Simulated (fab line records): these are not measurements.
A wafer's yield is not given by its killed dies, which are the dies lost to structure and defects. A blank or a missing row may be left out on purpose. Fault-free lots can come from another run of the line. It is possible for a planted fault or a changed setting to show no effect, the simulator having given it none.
Problem report, 8D (eight disciplines) form, completed by code ; flow nandHarc ; the parts of the form that need people (team, actions taken, sign-off) are left out

== 1. THE ISSUE ==
rawDefectCount at NHARC_A_ZERO_WELL_INSPECT_17 reads a mean of 308 on 6 wafers of 2 lots; wafers without a fault read 10 with a standard deviation of 5.8. That puts it +51 standard deviations away from the usual mean.
Earliest sighting: wafer L786.3 on defectInspect-02 at day 15 12:01. The record has a number at this step for 33 wafers belonging to 11 lots. By rule, "out" or "out of limits" means more than 4 standard deviations away from the usual mean. The rest of the wafers with a number are treated as sound.

== 2. WHAT IT IS, AND WHAT IT ISN'T ==
question;is;is not
which readings at this step;rawDefectCount;-
which lots;L786, L788;L765, L767, L769, L771, L772, L777, L778, L779, L787
which wafers of those lots;all that have a number;-
read on which gauges;defectInspect-01, defectInspect-02;-
when;from day 15 12:01;"up to then (24 sound wafers); but 3 sound wafers of L787 came after"

== 3. THE SUSPECTS, EACH WITH WHAT RULES IT OUT ==
Counting: a tool at a process step up to the reading stays a suspect if it ran every lot that is out and no sound lot after the first of them.
- the gauge at NHARC_A_ZERO_WELL_INSPECT_17 has been ruled out. 2 gauges (defectInspect-01, defectInspect-02) read the wafers that are out.
- rieDiel-04 at NHARC_A_ZERO_WELL_ETCH_19 (etches the open film in N2/H2, target depth 80 nm, overetch 24 nm, time 87.88 s): kept. Every lot that is out went through it, starting with L786 (day 15 10:49), and after that it ran no sound lot; the last sound lot it ran before then is L779 (day 13 04:39).
Remaining after the count: rieDiel-04 at NHARC_A_ZERO_WELL_ETCH_19.

== 4. THE CAUSE (what the simulator had put in) ==
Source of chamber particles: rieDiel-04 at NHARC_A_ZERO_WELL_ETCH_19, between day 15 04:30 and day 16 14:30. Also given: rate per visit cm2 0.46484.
After counting, this tool was the only one left.

== 5. THE EFFECT CHAIN, in route order ==
One row per reading whose mean, taken over the struck wafers that have a number, lies over 3 standard deviations from the usual. Only readings for which the record gives a usual standard deviation are gone through. hours: the time from each lot's start at the first step in this table that gives one to its start at this step, as a median over the lots. sigmas: the change in usual standard deviations.
hours;step;reading;usual;on struck wafers;change;sigmas
0;NHARC_A_ZERO_WELL_INSPECT_17;rawDefectCount;10;308;+298;+51
20;NHARC_A_SOURCE_PLATE_INSPECT_08;rawDefectCount;55;335;+280;+13
At these later measuring or inspecting steps, every struck wafer for which the step has a row has a number for every such reading, and none has moved that far: NHARC_END_SORT_01.

== 6. HOW IT WOULD HAVE BEEN CAUGHT EARLIER ==
In this record the first reading out of limits at a measuring or inspecting step was taken at day 15 12:01, 8 hours after the fault began at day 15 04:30.
No tool reading at NHARC_A_ZERO_WELL_ETCH_19 that has a usual standard deviation in the record was out on any struck wafer, so an alarm limit of 4 standard deviations on those readings would not have fired.
L788, from the lots that are out (2), started NHARC_A_ZERO_WELL_ETCH_19 on rieDiel-04 later than day 15 12:01. It would have been spared by a hold on the tool at that moment.
